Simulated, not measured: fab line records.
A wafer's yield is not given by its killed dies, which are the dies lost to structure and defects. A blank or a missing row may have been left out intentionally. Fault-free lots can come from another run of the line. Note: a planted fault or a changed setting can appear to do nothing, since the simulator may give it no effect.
fab line records    flow n5Finfet
[record] lots = 10  wafers = 30  lastDay = 17
route steps=1938 shown BEOL_M5@1137 PASSIVATION@1936
lots untouched by any fault: they come from a run of this same line in which no faults occurred
startH: hours from the record's first day to the start of the lot's first wafer shown    waitH: time in hours since the lot's previous step    " as in the row above    L1.1+2: several wafers, shown together as one row    - no value, or no start given    * or withheld: withheld    < > ~ a bound
route shown NAME@n: names a module that has steps shown in the file, with the first one's number in the route    usual: the fault-free wafers' mean and standard deviation    same: alike in all rows    chamber/n: place in a boat    sites: readings site by site    _std_site: standard deviation of those values    _edge_site: inner sites' mean taken away from outer sites' mean    radiusMm: for every site, how far away it sits from the centre of the wafer    mask NAME#n: copy n    behind: tool/chamber where the wafer was last shaped    hold: the reason the lot was held/the length of the hold in hours/how it ended    device: which transistor (n, p or np) failed to switch    end of line: at the end of the route, the tests of the same wafers    a step with no rows: only its recipe    killed: count of dies lost to structure and defects at first sort (not the wafer's yield)    map: shows each die of a wafer: x if killed, . if not, _ if none is there
set.NAME: the run value of the setting; set.NAME@STEP: its run value at that earlier step    model.NAME: the simulator's own value behind a step, which no gauge read
steps of the route over a sample of lots; a table a step, a row a wafer
services: the hour from which a tool's chamber was out of use, counted from the record's first day as startH (under 0 if before that day), plus the number of hours and why
[[steps]]
[step N5_BEOL_M5_STRIP_19]
[recipe] chemistry = O2  powerW = 400  tempC = 40  pressureMtorr = 30  rfFrequencyHz = 6e+07  biasPowerW = 0  overashFraction = 0.2  o2FlowSccm = 225
[usual] drypumpMotorCurrentA = 5.52/0.26  oesProductAu = 0.78/0.094  rfVppV = 3.6/0.49  showerheadPlenumPTorr = 2.11/0.068  throttleValvePct = 16.69/0.24
[same] overashFraction = 0.2
lot.wafer  tool        chamber  startH  waitH  drypumpMotorCurrentA  oesProductAu  rfHoursCounterH  rfVppV  showerheadPlenumPTorr  throttleValvePct
L128.1     rieDiel-06  2        174.06  0.1    5.45                  0.74          177              4.0     2.18                   16.52
L128.2     "           0        "       "      5.80                  0.70          226              3.8     2.06                   16.82
L128.3     "           3        "       "      5.89                  0.87          66               4.0     2.23                   16.34
L129.1     rieDiel-06  2        176.80  0.1    5.41                  0.73          178              3.2     2.18                   16.53
L129.2     "           3        "       "      5.89                  0.87          67               3.4     2.23                   16.36
L129.4     "           1        "       "      5.31                  0.69          213              3.2     2.08                   16.83
L131.2     rieDiel-06  3        192.28  0.1    5.91                  0.87          70               3.7     2.23                   16.36
L131.3     "           2        "       "      5.43                  0.73          182              3.9     2.18                   16.52
L131.6     "           0        "       "      5.77                  0.70          -                3.6     2.06                   16.84
L139.1     rieDiel-06  2        242.68  0.1    5.41                  0.73          198              3.7     2.17                   16.58
L139.2     "           0        "       "      5.76                  0.68          247              2.8     2.05                   16.86
L139.4     "           1        "       "      5.29                  0.68          234              4.2     2.07                   16.88
L140.1     rieDiel-06  3        247.78  0.2    5.90                  0.84          88               3.2     2.22                   16.37
L140.5     "           1        "       "      5.28                  0.67          -                3.9     2.07                   16.87
L140.6     "           2        "       "      5.41                  0.72          -                3.5     2.17                   16.57
L143.3     rieDiel-01  3        283.25  0.2    5.16                  0.81          86               4.4     2.12                   16.94
L143.5     "           1        "       "      5.48                  0.93          -                3.5     2.15                   16.25
L143.6     "           2        "       "      5.78                  0.96          -                3.8     2.15                   16.72
L145.2     rieDiel-01  3        284.70  0.1    5.18                  0.82          86               2.9     2.12                   16.93
L145.4     "           2        "       "      5.73                  0.97          7                4.1     2.15                   16.73
L145.6     "           3        "       "      5.16                  0.81          -                3.6     2.12                   16.94
L147.1     rieDiel-01  2        305.14  0.1    5.75                  0.95          13               3.1     2.14                   16.74
L147.2     "           1        "       "      5.48                  0.91          37               2.9     2.15                   16.28
L147.6     "           0        "       "      5.42                  0.73          -                3.0     2.00                   16.88
L150.1     rieDiel-01  2        313.62  0.1    5.77                  0.94          15               3.7     2.14                   16.74
L150.2     "           0        "       "      5.42                  0.72          192              3.2     2.00                   16.86
L150.3     "           3        "       "      5.16                  0.81          94               3.2     2.12                   16.97
L148.3     rieDiel-01  2        314.59  0.1    5.75                  0.94          15               3.8     2.14                   16.75
L148.5     "           2        "       "      5.74                  0.94          -                4.2     2.14                   16.74
L148.6     "           0        "       "      5.43                  0.73          -                3.7     2.00                   16.86
[step N5_BEOL_M5_CD_MEAS_28]
[recipe] targetCdNm = 30.6  landingEnergyEv = 500  detector = seInlens  targetCdYNm = 20  polarity = opening
[usual] cdNm = 30.54/0.28
lot.wafer  tool      chamber  startH  waitH  cdNm
L128.1     cdSem-01  0        175.46  -      30.76
L128.2     "         0        "       "      30.45
L128.3     "         0        "       "      31.21
L129.1     cdSem-03  0        178.03  -      30.47
L129.2     "         0        "       "      30.18
L129.4     "         0        "       "      30.80
L131.2     cdSem-01  0        193.89  -      30.62
L131.3     "         0        "       "      31.13
L131.6     "         0        "       "      30.22
L139.1     cdSem-02  0        246.08  -      30.57
L139.2     "         0        "       "      30.51
L139.4     "         0        "       "      30.60
L140.1     cdSem-01  0        253.51  -      30.43
L140.5     "         0        "       "      30.79
L140.6     "         0        "       "      30.65
L143.3     cdSem-03  0        285.14  -      30.49
L143.5     "         0        "       "      30.47
L143.6     "         0        "       "      30.34
L145.2     cdSem-03  0        285.36  -      30.54
L145.4     "         0        "       "      30.76
L145.6     "         0        "       "      29.67
L147.1     cdSem-01  0        306.23  -      30.21
L147.2     "         0        "       "      30.43
L147.6     "         0        "       "      30.46
L150.1     cdSem-03  0        315.53  -      30.92
L150.2     "         0        "       "      30.52
L150.3     "         0        "       "      30.27
L148.3     cdSem-01  0        315.71  -      30.49
L148.5     "         0        "       "      30.26
L148.6     "         0        "       "      30.54
[step N5_BEOL_M5_OVL_MEAS_29]
[recipe] pointsPerWafer = 522
[usual] V4_OVL = -0.2/0.68
lot.wafer  tool        chamber  startH  waitH  V4_OVL[nm]
L128.1     overlay-02  0        175.49  0.0    -0.4
L128.2     "           0        "       "      0.1
L128.3     "           0        "       "      -1.2
L129.1     overlay-02  0        178.06  0.0    -0.9
L129.2     "           0        "       "      -0.8
L129.4     "           0        "       "      -0.8
L131.2     overlay-02  0        193.93  0.0    -0.3
L131.3     "           0        "       "      -1.2
L131.6     "           0        "       "      -0.4
L139.1     overlay-02  0        246.11  0.0    0.0
L139.2     "           0        "       "      0.6
L139.4     "           0        "       "      1.0
L140.1     overlay-01  0        253.54  0.0    0.2
L140.5     "           0        "       "      0.9
L140.6     "           0        "       "      0.4
L143.3     overlay-01  0        285.18  0.0    -1.2
L143.5     "           0        "       "      -1.0
L143.6     "           0        "       "      0.0
L145.2     overlay-02  0        285.40  0.0    -0.8
L145.4     "           0        "       "      -0.4
L145.6     "           0        "       "      -1.0
L147.1     overlay-02  0        306.26  0.0    0.3
L147.2     "           0        "       "      -0.5
L147.6     "           0        "       "      -0.1
L150.1     overlay-01  0        315.56  0.0    1.3
L150.2     "           0        "       "      0.0
L150.3     "           0        "       "      1.2
L148.3     overlay-01  0        315.75  0.0    -0.4
L148.5     "           0        "       "      -0.5
L148.6     "           0        "       "      -0.5
[step N5_BEOL_M5_INSPECT_30]
[recipe] mode = adi  inspectInstrument = brightfield
[usual] rawDefectCount = 447/110
lot.wafer  tool              chamber  startH  waitH  rawDefectCount
L128.1     defectInspect-01  -        175.54  0.1    286
L128.2     "                 -        "       "      407
L128.3     "                 -        "       "      335
L129.1     defectInspect-02  -        178.12  0.1    303
L129.2     "                 -        "       "      341
L129.4     "                 -        "       "      416
L131.2     defectInspect-01  -        193.98  0.0    503
L131.3     "                 -        "       "      425
L131.6     "                 -        "       "      432
L139.1     defectInspect-01  -        246.17  0.1    955
L139.2     "                 -        "       "      952
L139.4     "                 -        "       "      914
L140.1     defectInspect-02  -        253.60  0.1    960
L140.5     "                 -        "       "      986
L140.6     "                 -        "       "      836
L143.3     defectInspect-01  -        285.23  0.0    404
L143.5     "                 -        "       "      639
L143.6     "                 -        "       "      418
L145.2     defectInspect-01  -        285.45  0.0    590
L145.4     "                 -        "       "      498
L145.6     "                 -        "       "      445
L147.1     defectInspect-01  -        306.32  0.1    473
L147.2     "                 -        "       "      326
L147.6     "                 -        "       "      595
L150.1     defectInspect-02  -        315.62  0.1    627
L150.2     "                 -        "       "      677
L150.3     "                 -        "       "      576
L148.3     defectInspect-02  -        315.80  0.0    282
L148.5     "                 -        "       "      332
L148.6     "                 -        "       "      397
[step N5_BEOL_M5_STRIP_91]
[recipe] chemistry = N2/H2  timeS = 10  powerW = 450  tempC = 40  pressureMtorr = 20  rfFrequencyHz = 6e+07  biasPowerW = 7  n2FlowSccm = 200  h2FlowSccm = 200
[usual] drypumpMotorCurrentA = 5.48/0.26  n2FlowSccm = 200.0/0.64  oesProductAu = 0.80/0.096  rfVppV = 59.1/0.92  showerheadPlenumPTorr = 2.54/0.078  throttleValvePct = 23.56/0.28
lot.wafer  tool        chamber  startH  waitH  drypumpMotorCurrentA  n2FlowSccm  oesProductAu  rfHoursCounterH  rfVppV  showerheadPlenumPTorr  throttleValvePct
L128.1     rieDiel-01  3        -       -      5.16                  200.1       0.86          53               60.4    2.57                   23.51
L128.2     "           0        "       "      5.41                  200.2       0.75          152              58.7    2.43                   23.71
L128.3     "           2        "       "      5.75                  200.5       0.69          232              58.5    2.60                   23.89
L129.1     rieDiel-02  0        -       -      5.10                  200.1       0.68          232              59.8    2.61                   23.93
L129.2     "           2        "       "      5.86                  199.8       0.85          75               59.3    2.57                   22.93
L129.4     "           1        "       "      5.64                  201.3       0.83          60               58.8    2.47                   23.59
L131.2     rieDiel-02  0        -       -      5.14                  200.2       0.67          238              58.6    2.61                   23.92
L131.3     "           2        "       "      5.84                  200.1       0.83          81               58.0    2.57                   22.94
L131.6     "           3        "       "      5.31                  200.2       0.75          -                58.8    2.43                   23.60
L139.1     rieDiel-06  3        -       -      5.90                  200.8       0.84          87               62.0    2.67                   23.11
L139.2     "           0        "       "      5.78                  200.4       0.68          248              59.2    2.51                   23.93
L139.4     "           2        "       "      5.46                  200.1       0.72          200              58.6    2.64                   23.79
L140.1     rieDiel-02  1        -       -      5.67                  200.1       0.81          83               59.4    2.46                   23.63
L140.5     "           0        "       "      5.11                  200.5       0.97          -                59.7    2.60                   23.52
L140.6     "           1        "       "      5.66                  199.9       0.81          -                59.0    2.46                   23.62
L143.3     rieDiel-02  2        -       -      5.82                  199.7       0.80          109              58.3    2.56                   22.97
L143.5     "           0        "       "      5.14                  199.8       0.91          -                56.6    2.60                   23.54
L143.6     "           3        "       "      5.33                  200.0       0.72          -                59.7    2.41                   23.64
L145.2     rieDiel-02  0        -       -      5.09                  200.2       0.92          12               58.5    2.60                   23.55
L145.4     "           3        "       "      5.35                  199.1       0.73          188              59.1    2.41                   23.63
L145.6     "           0        "       "      5.09                  200.5       0.91          -                59.2    2.60                   23.54
L147.1     rieDiel-01  2        -       -      5.77                  200.5       0.95          13               58.4    2.59                   23.63
L147.2     "           1        "       "      5.47                  198.3       0.91          38               60.1    2.59                   23.14
L147.6     "           0        "       "      5.41                  199.8       0.72          -                59.4    2.41                   23.76
L150.1     rieDiel-02  2        -       -      5.90                  199.8       0.80          119              60.0    2.56                   22.98
L150.2     "           1        "       "      5.67                  200.5       0.78          103              59.9    2.46                   23.63
L150.3     "           3        "       "      5.36                  200.8       0.72          197              57.8    2.41                   23.64
L148.3     rieDiel-01  2        -       -      5.83                  200.8       0.93          16               59.3    2.59                   23.62
L148.5     "           3        "       "      5.15                  199.7       0.80          -                57.1    2.55                   23.55
L148.6     "           2        "       "      5.85                  199.3       0.95          -                58.4    2.59                   23.63
[step N5_PASSIVATION_PROBE_49]
[usual] defectLimitedYield = 91.1/1.4  killed_at_M0_to_M3 = 34/11  killed_at_M4_up = 14/5.7  killedAtContacts = 14/6.9  killedAtFrontEnd = 40/11  killedAtOther = 4/3.1  killedDies = 105/17  killedOpen = 70/13  killedShort = 34/7.6  sort_bin_5_function = 5.3/0.95  sort_bin_6_memory = 3.3/0.64  sortNPass = 1075/17  sortYieldPct = 91.1/1.4
[same] grossDies = 1180  killedAtBackSide = 0  sort_bin_4_leakage[%] = 0  sort_bin_8_speed[%] = 0
lot.wafer  tool       chamber  startH  waitH  defectLimitedYield[%]  killed_at_M0_to_M3  killed_at_M4_up  killedAtContacts  killedAtFrontEnd  killedAtOther  killedDies  killedOpen  killedShort  sort_bin_5_function[%]  sort_bin_6_memory[%]  sortNPass  sortYieldPct[%]
L140.1     prober-01  -        348.40  0.2    85.4                   27                  107              8                 30                0              172         48          25           9.6                     3.2                   1008       85.4
L140.5     prober-01  -        348.60  0.4    82.1                   51                  107              17                34                2              211         71          38           11.2                    4.6                   969        82.1
L140.6     prober-01  -        348.65  0.5    86.2                   25                  110              11                17                0              163         52          21           9.6                     2.4                   1017       86.2
L139.1     prober-01  -        362.11  0.0    85.6                   37                  96               9                 24                4              170         63          20           9.2                     3.6                   1010       85.6
L139.2     prober-01  -        362.16  0.1    84.6                   35                  101              12                34                0              182         63          25           9.7                     4.5                   998        84.6
L139.4     prober-01  -        362.26  0.2    83.8                   43                  108              7                 31                2              191         67          28           9.8                     4.1                   989        83.8
// killed by level:class
L140.1 BEOL_M5:unspecified=99 STI_FIN_REVEAL:geometricParticle:open=12 BEOL_M3:geometricParticle:open=8 BEOL_M0_SAQP:geometricParticle:short=7 MOL_CONTACT_COAG:geometricParticle:open=5 BEOL_M0:geometricParticle:open=4 STI_FIN_REVEAL:geometricParticle:short=3 MOL_CONTACT_COAG:geometricParticle:short=3
L140.5 BEOL_M5:unspecified=102 BEOL_M1:geometricParticle:open=16 BEOL_M0_SAQP:geometricParticle:short=13 MOL_CONTACT_COAG:geometricParticle:open=12 BEOL_M0_SAQP:geometricParticle:open=11 STI_FIN_REVEAL:geometricParticle:open=10 FIN_SAQP:geometricParticle:short=6 FIN_SAQP:geometricParticle:open=5
L140.6 BEOL_M5:unspecified=90 BEOL_M0_SAQP:geometricParticle:open=8 MOL_CONTACT_COAG:geometricParticle:open=6 STI_FIN_REVEAL:geometricParticle:open=5 MOL_CONTACT_COAG:geometricParticle:short=5 BEOL_M0_SAQP:geometricParticle:short=5 BEOL_M4:geometricParticle:open=5 BEOL_M5:geometricParticle:open=5
L139.1 BEOL_M5:unspecified=85 BEOL_M2:geometricParticle:open=10 BEOL_M3:geometricParticle:open=10 MOL_CONTACT_COAG:geometricParticle:open=9 BEOL_M4:geometricParticle:open=6 FIN_SAQP:geometricParticle:open=4 DUMMY_GATE:geometricParticle:open=4 BEOL_M0_SAQP:geometricParticle:open=4
L139.2 BEOL_M5:unspecified=92 BEOL_M3:geometricParticle:open=11 STI_FIN_REVEAL:geometricParticle:open=10 MOL_CONTACT_COAG:geometricParticle:open=8 BEOL_M0_SAQP:geometricParticle:open=6 BEOL_M1:geometricParticle:open=6 BEOL_M2:geometricParticle:open=5 FIN_SAQP:geometricParticle:short=4
L139.4 BEOL_M5:unspecified=96 BEOL_M2:geometricParticle:open=22 BEOL_M4:geometricParticle:open=10 FIN_SAQP:geometricParticle:short=9 MOL_CONTACT_COAG:geometricParticle:open=7 BEOL_M0_SAQP:geometricParticle:open=7 DUMMY_GATE:geometricParticle:open=4 GATE_CUT:geometricParticle:short=4
[[services]]
tool        chamber  startH  hours  kind
rieDiel-01  2        164.28  2.8    repair
rieDiel-01  1        168.11  -      clean
rieDiel-01  1        168.11  -      consumableReplace:focusRing
rieDiel-01  1        168.11  13.9   scheduledDown
rieDiel-01  1        168.11  13.9   ventCycle
rieDiel-02  0        233.89  -      clean
rieDiel-02  0        233.89  -      consumableReplace:focusRing
rieDiel-02  0        233.89  14.9   scheduledDown
rieDiel-02  0        233.89  14.9   ventCycle
rieDiel-01  2        235.33  5.0    repair
rieDiel-01  2        242.52  -      clean
rieDiel-01  2        242.52  -      consumableReplace:focusRing
rieDiel-01  2        242.52  17.4   scheduledDown
rieDiel-01  2        242.52  17.4   ventCycle
rieDiel-02  1        243.32  8.0    repair
rieDiel-06  0        260.74  -      clean
rieDiel-06  0        260.74  -      consumableReplace:focusRing
rieDiel-06  0        260.74  22.9   scheduledDown
rieDiel-06  0        260.74  22.9   ventCycle
rieDiel-01  1        313.05  21.1   repair
[[key]]
[firstSign] step = N5_BEOL_M5_INSPECT_30  reading = rawDefectCount  direction = up  sigmas = 4.3  usual = 447  struck = 934
[effect] step = N5_PASSIVATION_PROBE_49  reading = killed_at_M4_up  direction = up  sigmas = 16  usual = 14  struck = 105
[moreKillsBornAt] N5_BEOL_M5_STRIP_19@rieDiel-06 = 564
metAt N5_BEOL_M5_STRIP_19
struckLots L139,L140
notActingAt N5_BEOL_M5_CD_MEAS_28,N5_BEOL_M5_OVL_MEAS_29,N5_BEOL_M5_STRIP_91
onsetBetween 192.28 242.68
[fault] kind = chamberParticleSource  tool = rieDiel-06  chamber = -  onsetH = 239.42  steps = N5_BEOL_M5_STRIP_19  ratePerVisitCm2 = 0.69823  endH = 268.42
